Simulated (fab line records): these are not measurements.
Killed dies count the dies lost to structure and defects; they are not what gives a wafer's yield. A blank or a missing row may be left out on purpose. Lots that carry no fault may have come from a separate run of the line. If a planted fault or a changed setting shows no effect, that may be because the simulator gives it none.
fab line records	flow nandHarc
[record] lots = 6	wafers = 18	lastDay = 24
route steps=1159 shown A_M0@1003 END@1159
lots that met no fault: from a run of the same line without faults
startH: hours from the record's opening day to when the first of the lot's shown wafers began	waitH: hours elapsed since this lot's preceding step	" identical to the entry in the row above	L1.1+2: one row covering several wafers at once	- value missing, or start not given	* or withheld: withheld	< > ~ a bound
route shown NAME@n: NAME is a module with steps in the file, n the number in the route of the first one	usual: mean/standard deviation of fault-free wafers	same: alike in all rows	chamber/n: place in a boat	sites: the reading at each site	_std_site: the values' standard deviation	_edge_site: mean of outer sites minus mean of inner sites	radiusMm: how far each site lies from the wafer's centre	mask NAME#n: copy n	behind: the tool/chamber that last shaped the wafer	hold: cause of the lot's hold/its duration in hours/its outcome	device: whichever transistor did not switch (one of n, p or np)	end of line: at the end of the route, the tests of the same wafers	a step with no rows: only its recipe	killed: count of dies lost to structure and defects at first sort (not the wafer's yield)	map: a wafer's dies, x killed, . not, _ none there
set.NAME: the setting as run; set.NAME@STEP: as run at that earlier step	model.NAME: the simulator's own value behind a step, which no gauge read
lots at some steps of the route; a table a step, a row a wafer
services: a tool's chamber out of use, with start hour (startH, from the record's first day; less than 0 if before it), hours out, and reason
[[steps]]
[step NHARC_A_M0_DEVELOP_08]
[recipe] developTimeS = 35	devTempC = 23
[step NHARC_A_M0_CD_MEAS_09]
[recipe] targetCdNm = 80	landingEnergyEv = 500
[usual] cdNm = 80.0/0.6
lot.wafer	tool	chamber	startH	waitH	cdNm
L673.1	cdSem-03	0	402.20	-	80.8
L673.3	"	0	"	"	80.4
L673.5	"	0	"	"	79.8
L675.3	cdSem-01	0	407.90	-	80.4
L675.4	"	0	"	"	79.2
L675.6	"	0	"	"	78.9
L683.2	cdSem-01	0	467.45	-	79.9
L683.3	"	0	"	"	79.2
L683.5	"	0	"	"	79.2
L687.2	cdSem-03	0	494.58	-	79.3
L687.3	"	0	"	"	79.4
L687.6	"	0	"	"	79.2
L692.1	cdSem-03	0	522.38	-	80.7
L692.5	"	0	"	"	81.2
L692.6	"	0	"	"	80.2
L695.2	cdSem-03	0	541.23	-	80.6
L695.4	"	0	"	"	80.5
L695.6	"	0	"	"	79.4
[step NHARC_A_M0_OVL_MEAS_10]
[recipe] pitchNm = 160
[usual] overlayXNm = 0.1/0.74	overlayYNm = 0.0/0.94
lot.wafer	tool	chamber	startH	waitH	overlayXNm	overlayYNm
L673.1	overlay-01	-	402.29	-	-0.6	-0.3
L673.3	"	-	"	"	0.0	-0.8
L673.5	"	-	"	"	-0.4	0.2
L675.3	overlay-02	-	407.98	-	0.4	-0.2
L675.4	"	-	"	"	0.1	0.0
L675.6	"	-	"	"	-0.1	0.0
L683.2	overlay-01	-	467.53	-	-0.7	-1.3
L683.3	"	-	"	"	-0.3	-1.6
L683.5	"	-	"	"	-0.5	-1.7
L687.2	overlay-01	-	494.67	-	0.8	-1.6
L687.3	"	-	"	"	0.7	-1.3
L687.6	"	-	"	"	0.5	-1.3
L692.1	overlay-01	-	522.47	-	0.3	0.2
L692.5	"	-	"	"	1.2	0.2
L692.6	"	-	"	"	0.8	0.2
L695.2	overlay-01	-	541.32	-	0.7	0.0
L695.4	"	-	"	"	0.4	-1.0
L695.6	"	-	"	"	1.0	-0.5
[step NHARC_A_M0_INSPECT_11]
[usual] rawDefectCount = 31/16
lot.wafer	tool	chamber	startH	waitH	rawDefectCount
L673.1	defectInspect-02	-	402.33	0.0	23
L673.3	"	-	"	"	19
L673.5	"	-	"	"	16
L675.3	defectInspect-02	-	408.02	0.0	37
L675.4	"	-	"	"	32
L675.6	"	-	"	"	31
L683.2	defectInspect-01	-	467.57	0.0	29
L683.3	"	-	"	"	34
L683.5	"	-	"	"	43
L687.2	defectInspect-02	-	494.71	0.0	43
L687.3	"	-	"	"	40
L687.6	"	-	"	"	27
L692.1	defectInspect-02	-	522.50	0.0	70
L692.5	"	-	"	"	72
L692.6	"	-	"	"	63
L695.2	defectInspect-02	-	541.35	0.0	54
L695.4	"	-	"	"	44
L695.6	"	-	"	"	48
[step NHARC_A_M0_DESCUM_14]
[recipe] timeS = 3	o2FlowSccm = 200	arFlowSccm = 0	biasPowerW = 0	chemistry = O2
[usual] drypumpMotorCurrentA = 5.8/0.34	oesProductAu = 1.001/0.0076	rfVppV = 57.8/0.83	showerheadPlenumPTorr = 1.91/0.064	throttleValvePct = 11.311/0.0095
lot.wafer	tool	chamber	startH	waitH	drypumpMotorCurrentA	oesProductAu	rfHoursCounterH	rfVppV	showerheadPlenumPTorr	throttleValvePct
L673.3	rieDiel-08	2	402.40	0.1	5.8	1.003	6	57.7	2.05	11.316
L673.1	"	0	"	"	5.7	0.999	6	57.7	1.88	11.317
L673.5	"	1	"	"	5.9	1.003	-	59.0	1.92	11.305
L675.3	rieDiel-04	1	408.08	0.1	5.4	1.002	8	57.7	1.94	11.299
L675.4	"	2	"	"	5.8	1.010	8	57.7	1.94	11.307
L675.6	"	1	"	"	5.3	0.995	-	57.1	1.94	11.320
L683.2	rieDiel-05	2	467.63	0.1	5.3	0.999	8	57.8	1.83	11.310
L683.3	"	1	"	"	5.8	0.991	9	56.3	1.85	11.320
L683.5	"	3	"	"	6.4	0.994	-	57.5	1.92	11.324
L687.3	rieDiel-04	1	494.77	0.1	5.4	1.008	2	57.7	1.94	11.311
L687.2	"	3	"	"	5.5	1.003	2	56.2	1.91	11.309
L687.6	"	2	"	"	5.8	0.997	-	57.4	1.93	11.312
L692.1	rieDiel-04	1	522.57	0.1	5.4	1.004	3	58.1	1.93	11.317
L692.5	"	0	"	"	6.5	1.017	-	58.8	1.92	11.304
L692.6	"	1	"	"	5.4	0.995	-	57.8	1.93	11.301
L695.2	rieDiel-08	3	541.44	0.1	5.7	1.016	3	58.0	1.83	11.308
L695.6	"	0	"	"	5.7	1.005	-	59.1	1.88	11.313
L695.4	"	3	"	"	5.7	1.007	-	56.8	1.83	11.319
[step NHARC_A_M0_ETCH_34]
[recipe] targetDepthA = 400	overetchA = 120	timeS = 43.94	ionEnergyEv = 200	n2FlowSccm = 150	h2FlowSccm = 150	arFlowSccm = 0	rfW = 400	biasW = 150	chemistry = N2/H2
[usual] biasW = 150.0/0.43	drypumpMotorCurrentA = 5.8/0.32	oesProductAu = 1.000/0.0064	rfVppV = 430.4/2.1	showerheadPlenumPTorr = 2.04/0.072	throttleValvePct = 14.171/0.0091
lot.wafer	tool	chamber	startH	waitH	biasW	drypumpMotorCurrentA	oesProductAu	rfHoursCounterH	rfVppV	showerheadPlenumPTorr	throttleValvePct
L673.1	rieDiel-08	1	402.47	0.1	150.9	5.9	0.996	6	430.2	2.05	14.170
L673.3	"	0	"	"	150.5	5.7	0.985	6	430.0	2.00	14.180
L673.5	"	2	"	"	149.8	5.8	0.988	-	435.2	2.20	14.161
L675.3	rieDiel-04	2	408.16	0.1	150.6	5.8	0.999	8	431.1	2.06	14.179
L675.4	"	3	"	"	149.9	5.5	0.996	8	430.2	2.04	14.172
L675.6	"	3	"	"	149.5	5.5	0.990	-	431.6	2.04	14.175
L683.2	rieDiel-05	0	467.72	0.1	149.5	6.0	0.998	8	431.3	2.09	14.168
L683.3	"	1	"	"	150.6	5.8	1.006	9	428.5	1.97	14.167
L683.5	"	3	"	"	150.5	6.5	1.005	-	431.7	2.05	14.172
L687.2	rieDiel-04	1	494.85	0.1	150.3	5.4	0.991	2	430.1	2.06	14.152
L687.3	"	0	"	"	150.6	6.5	0.998	2	431.9	2.05	14.177
L687.6	"	2	"	"	149.7	5.8	1.012	-	432.0	2.06	14.181
L692.1	rieDiel-04	1	522.66	0.1	150.0	5.3	0.997	3	431.6	2.06	14.156
L692.6	"	3	"	"	150.5	5.5	0.995	-	429.8	2.03	14.178
L692.5	"	0	"	"	149.9	6.5	1.002	-	431.0	2.05	14.180
L695.2	rieDiel-08	3	541.52	0.1	150.0	5.7	1.012	3	427.6	1.95	14.173
L695.6	"	3	"	"	149.5	5.7	1.011	-	428.6	1.95	14.164
L695.4	"	0	"	"	150.2	5.7	1.000	-	429.6	2.00	14.169
[step NHARC_A_M0_ETCH_15]
[recipe] targetDepthA = 1500	overetchA = 150	timeS = 82.5	c4f8FlowSccm = withheld	arFlowSccm = 400	rfW = 600	biasW = 300	chemistry = C4F8/Ar
[usual] biasW = 300.0/0.91	oesProductAu = 0.943/0.023	rfVppV = 440.9/2.2
lot.wafer	tool	chamber	startH	waitH	biasW	oesProductAu	rfHoursCounterH	rfVppV
L673.1	rieDiel-08	2	-	-	299.3	0.920	6	447.1
L673.3	"	0	"	"	301.1	0.932	6	439.7
L673.5	"	1	"	"	298.9	0.923	-	440.8
L675.3	rieDiel-04	0	-	-	300.7	0.930	8	440.9
L675.4	"	2	"	"	299.7	0.925	8	441.8
L675.6	"	0	"	"	300.0	0.931	-	441.9
L683.3	rieDiel-05	0	-	-	299.7	0.928	8	441.8
L683.2	"	2	"	"	301.1	0.923	8	438.0
L683.5	"	1	"	"	299.9	0.924	-	438.2
L687.3	rieDiel-04	0	-	-	300.8	0.995	2	440.8
L687.2	"	1	"	"	300.0	0.978	2	441.0
L687.6	"	0	"	"	300.4	0.986	-	440.8
L692.1	rieDiel-04	1	-	-	300.5	0.971	3	440.5
L692.6	"	0	"	"	300.2	0.974	-	440.3
L692.5	"	1	"	"	299.3	0.972	-	441.6
L695.2	rieDiel-08	0	-	-	299.9	0.957	3	440.2
L695.4	"	2	"	"	301.0	0.948	-	444.9
L695.6	"	3	"	"	300.7	0.971	-	438.5
[step NHARC_A_M0_CD_MEAS_16]
[usual] cdNm = 79.8/0.72
lot.wafer	tool	chamber	startH	waitH	cdNm
L673.1	cdSem-01	-	402.69	-	80.1
L673.3	"	-	"	"	81.0
L673.5	"	-	"	"	79.6
L675.3	cdSem-02	-	408.38	-	79.3
L675.4	"	-	"	"	79.1
L675.6	"	-	"	"	78.2
L683.2	cdSem-01	-	467.94	-	79.4
L683.3	"	-	"	"	79.0
L683.5	"	-	"	"	78.8
L687.2	cdSem-02	-	495.07	-	79.3
L687.3	"	-	"	"	78.9
L687.6	"	-	"	"	78.5
L692.1	cdSem-01	-	522.86	-	80.9
L692.5	"	-	"	"	81.9
L692.6	"	-	"	"	80.8
L695.2	cdSem-01	-	541.76	-	80.5
L695.4	"	-	"	"	80.2
L695.6	"	-	"	"	79.1
[step NHARC_A_M0_STRIP_18]
[recipe] powerW = 1000	n2FlowSccm = 150	h2FlowSccm = 150	arFlowSccm = 0	biasW = 0	chemistry = N2/H2
[usual] drypumpMotorCurrentA = 5.8/0.37	oesProductAu = 1.001/0.0074	powerW = 1000/3.1	rfVppV = 90.7/0.94	showerheadPlenumPTorr = 2.04/0.059	throttleValvePct = 14.171/0.0086
[same] biasW = 0
lot.wafer	tool	chamber	startH	waitH	drypumpMotorCurrentA	oesProductAu	powerW	rfHoursCounterH	rfVppV	showerheadPlenumPTorr	throttleValvePct
L673.3	rieDiel-05	3	402.76	0.1	6.4	0.994	1007	3	89.0	2.05	14.162
L673.1	"	1	"	"	5.8	0.989	1001	4	91.0	1.97	14.181
L673.5	"	3	"	"	6.4	0.992	1007	-	91.4	2.05	14.178
L675.3	rieDiel-05	3	408.45	0.1	6.4	0.994	1004	3	91.5	2.05	14.176
L675.4	"	1	"	"	5.8	0.989	1000	4	90.4	1.97	14.183
L675.6	"	3	"	"	6.4	0.987	1000	-	91.5	2.05	14.163
L683.3	rieDiel-05	3	468.06	0.1	6.4	0.996	999	7	90.3	2.05	14.168
L683.2	"	0	"	"	6.0	0.994	1004	8	91.5	2.09	14.177
L683.5	"	1	"	"	5.8	0.998	998	-	91.3	1.97	14.157
L687.2	rieDiel-04	3	495.19	0.1	5.5	0.989	1001	2	89.5	2.03	14.165
L687.3	"	0	"	"	6.5	0.997	998	2	91.0	2.05	14.161
L687.6	"	1	"	"	5.4	0.994	998	-	90.5	2.06	14.161
L692.1	rieDiel-08	3	523.01	0.1	5.7	1.010	1001	1	91.4	1.95	14.176
L692.5	"	0	"	"	5.7	1.010	995	-	91.5	2.00	14.181
L692.6	"	2	"	"	5.8	0.997	1004	-	91.8	2.19	14.167
L695.2	rieDiel-05	3	541.83	0.1	6.4	1.012	1004	1	90.3	2.05	14.185
L695.4	"	2	"	"	5.3	1.004	1004	1	88.6	1.95	14.160
L695.6	"	0	"	"	6.0	1.004	999	-	91.5	2.09	14.177
[step NHARC_A_M0_STRIP_19]
[recipe] timeS = 600	tempC = 30	chemistry = postEtchResidueRemover
[step NHARC_A_M0_DEGAS_28]
[recipe] tempC = 250	timeS = 60
[step NHARC_A_M0_PRE_CLEAN_29]
[recipe] timeS = 30	tempC = 280	gas = H2/He
[step NHARC_A_M0_PVD_20]
[recipe] targetThkA = 50	biasV = 168.6	powerW = 15000	chamberPressurePa = 0.12	timeS = 8.06	substrateTempC = 50	material = TaN
[usual] throttleValvePct = 29.6/0.96	timeS = 8.06/0
lot.wafer	tool	chamber	startH	waitH	throttleValvePct	timeS
L673.1	pvdSputter-03	-	403.42	-	28.2	8.06
L673.3	"	-	"	"	28.5	8.06
L673.5	"	-	"	"	27.9	8.06
L675.4	pvdSputter-01	-	409.11	-	29.9	8.06
L675.3	"	-	"	"	30.0	8.06
L675.6	"	-	"	"	30.0	8.06
L683.3	pvdSputter-01	-	468.68	-	28.6	12.131
L683.2	"	-	"	"	31.0	8.06
L683.5	"	-	"	"	29.8	8.06
L687.2	pvdSputter-01	-	495.81	-	28.6	8.06
L687.3	"	-	"	"	30.1	12.131
L687.6	"	-	"	"	28.8	12.131
L692.1	pvdSputter-03	-	523.66	-	28.9	8.06
L692.5	"	-	"	"	29.4	8.06
L692.6	"	-	"	"	29.1	8.06
L695.4	pvdSputter-03	-	542.50	-	29.1	8.06
L695.2	"	-	"	"	30.1	8.06
L695.6	"	-	"	"	29.4	8.06
[step NHARC_A_M0_PVD_21]
[recipe] targetThkA = 300	chamberPressurePa = 5	powerW = 5000	substrateTempC = 30	timeS = 20.49	material = Cu
[usual] throttleValvePct = 29.7/0.96	timeS = 20.49/0
lot.wafer	tool	chamber	startH	waitH	throttleValvePct	timeS
L673.1	pvdSputter-03	-	-	-	28.8	20.49
L673.3	"	-	"	"	31.1	20.49
L673.5	"	-	"	"	28.4	20.49
L675.3	pvdSputter-01	-	-	-	29.8	20.49
L675.4	"	-	"	"	31.0	20.49
L675.6	"	-	"	"	29.9	20.49
L683.3	pvdSputter-01	-	-	-	29.8	20.49
L683.2	"	-	"	"	30.9	20.49
L683.5	"	-	"	"	28.7	20.49
L687.3	pvdSputter-01	-	-	-	30.0	20.49
L687.2	"	-	"	"	30.1	20.49
L687.6	"	-	"	"	31.0	20.49
L692.1	pvdSputter-03	-	-	-	27.9	20.49
L692.5	"	-	"	"	29.2	20.49
L692.6	"	-	"	"	30.1	20.49
L695.2	pvdSputter-03	-	-	-	29.1	20.49
L695.4	"	-	"	"	30.3	20.49
L695.6	"	-	"	"	29.0	20.49
[step NHARC_END_SORT_01]
[recipe] tempC = 25
[usual] defectLimitedYield = 95.3/1.7	killedAtArray = 28/12	killedAtOther = 0.8/1.1	killedAtPeriphery = 3.6/2.3	killedDies = 32/12	killedOpen = 3.4/1.9	killedShort = 2.0/1.3	sort_bin_2_pct = 1.4/0.61	sort_bin_3_pct = 0.26/0.22	sort_bin_4_pct = 3.0/1.2	sortNPass = 645/12	sortRimYieldPct = 95.8/2.9	sortYieldPct = 95.3/1.7
[same] grossDies = 677	sort_bin_5_pct[%] = 0	sort_bin_6_pct[%] = 0	sort_bin_7_pct[%] = 0	sort_bin_8_pct[%] = 0	sortRimNGross = 106.00
lot.wafer	tool	chamber	startH	waitH	defectLimitedYield[%]	killedAtArray	killedAtOther	killedAtPeriphery	killedDies	killedOpen	killedShort	sort_bin_2_pct[%]	sort_bin_3_pct[%]	sort_bin_4_pct[%]	sortNPass	sortRimYieldPct[%]	sortYieldPct[%]
L692.1	prober-01	0	562.64	2.5	92.2	52	0	1	53	4	1	2.4	0.44	5.0	624	90.6	92.2
L692.5	prober-01	0	565.84	3.7	91.6	53	1	3	57	1	2	1.9	1.03	5.5	620	91.5	91.6
L692.6	prober-01	0	566.64	4.0	92.8	48	1	0	49	0	4	2.5	0.59	4.1	628	92.5	92.8
L695.2	prober-01	0	582.70	2.8	93.1	44	0	3	47	6	1	1.6	1.48	3.8	630	98.1	93.1
L695.4	prober-01	0	584.30	3.4	93.5	41	0	3	44	2	1	2.1	0.15	4.3	633	98.1	93.5
L695.6	prober-01	0	585.89	4.0	93.6	40	1	2	43	2	1	2.8	0.59	3.0	634	99.1	93.6
// killed by level:class
L692.1 A_CHANNEL_HOLE_D1:chamberFilmFlake=20 A_SLIT:chamberFilmFlake=16 A_CONTACT:chamberFilmFlake=6 A_STAIRCASE:chamberFilmFlake=4 A_CONTACT:geometricParticle:open=2 A_CHANNEL_FILL_D1:geometricParticle:open=1 A_WL_FILL:geometricParticle:short=1 A_WL_FILL:geometricParticle:open=1
L692.5 A_CHANNEL_HOLE_D1:chamberFilmFlake=24 A_SLIT:chamberFilmFlake=17 A_CONTACT:chamberFilmFlake=8 P_GATE:chamberFilmFlake=3 A_ONON_D1:geometricParticle:short=1 A_WL_FILL:geometricParticle:short=1 A_CONTACT:geometricParticle:open=1 A_STAIRCASE:chamberFilmFlake=1
L692.6 A_SLIT:chamberFilmFlake=20 A_CHANNEL_HOLE_D1:chamberFilmFlake=15 A_STAIRCASE:chamberFilmFlake=5 A_CONTACT:chamberFilmFlake=4 A_WL_FILL:geometricParticle:short=2 A_CHANNEL_FILL_D1:geometricParticle:short=1 A_SLIT:geometricParticle:short=1 THIN_TSV:chamberFilmFlake=1
L695.2 A_SLIT:chamberFilmFlake=23 A_CHANNEL_HOLE_D1:chamberFilmFlake=5 A_STAIRCASE:chamberFilmFlake=3 A_CONTACT:chamberFilmFlake=3 A_CHANNEL_FILL_D1:geometricParticle:open=2 A_ZERO_WELL:chamberFilmFlake=2 A_WL_FILL:chamberFilmFlake=2 P_CONTACT:geometricParticle:open=1
L695.4 A_SLIT:chamberFilmFlake=18 A_CHANNEL_HOLE_D1:chamberFilmFlake=11 A_CONTACT:chamberFilmFlake=4 A_STAIRCASE:chamberFilmFlake=3 A_CHANNEL_FILL_D1:geometricParticle:open=2 P_STI:chamberFilmFlake=2 A_CHANNEL_FILL_D1:chamberFilmFlake=2 A_CHANNEL_FILL_D1:geometricParticle:short=1
L695.6 A_SLIT:chamberFilmFlake=17 A_CHANNEL_HOLE_D1:chamberFilmFlake=8 A_STAIRCASE:chamberFilmFlake=6 A_CONTACT:chamberFilmFlake=4 A_WL_FILL:chamberFilmFlake=2 P_M1:geometricParticle:open=1 A_ONON_D1:geometricParticle:short=1 A_WL_FILL:geometricParticle:open=1
[[services]]
tool	chamber	startH	hours	kind
pvdSputter-03	-	380.24	1.5	repair
rieDiel-05	2	389.94	2.4	repair
pvdSputter-03	-	393.57	0.7	repair
rieDiel-04	0	395.95	-	clean
rieDiel-04	1	395.95	-	clean
rieDiel-04	2	395.95	-	clean
rieDiel-04	3	395.95	-	clean
rieDiel-08	0	418.30	7.6	repair
rieDiel-04	0	420.45	-	clean
rieDiel-04	1	420.45	-	clean
rieDiel-04	2	420.45	-	clean
rieDiel-04	3	420.45	-	clean
pvdSputter-03	-	420.85	6.7	repair
pvdSputter-01	-	428.68	8.1	repair
rieDiel-08	3	429.89	6.7	repair
rieDiel-04	0	444.95	-	clean
rieDiel-04	1	444.95	-	clean
pvdSputter-03	-	458.00	10.0	pm
rieDiel-04	-	466.13	9.0	pm
rieDiel-08	-	478.80	9.0	pm
rieDiel-08	0	493.91	5.7	repair
pvdSputter-01	-	514.02	10.0	pm
rieDiel-05	-	517.96	9.0	pm
rieDiel-08	1	522.87	20.4	repair
[[key]]
[firstSign] step = NHARC_A_M0_PVD_20	reading = timeS	direction = up	sigmas = 99+	usual = *	struck = *
effect none on later readings
metAt NHARC_A_M0_PVD_20
struckWafers L683.3,L687.3,L687.6
onsetBetween 409.11 468.68
[fault] kind = processParameterDrift	tool = pvdSputter-01	chamber = -	onsetH = 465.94	steps = NHARC_A_M0_PVD_20	channel = timeS	offset = *	shape = step	endH = 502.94	scope = struckWafersOnly	actsIn = *	stated = *
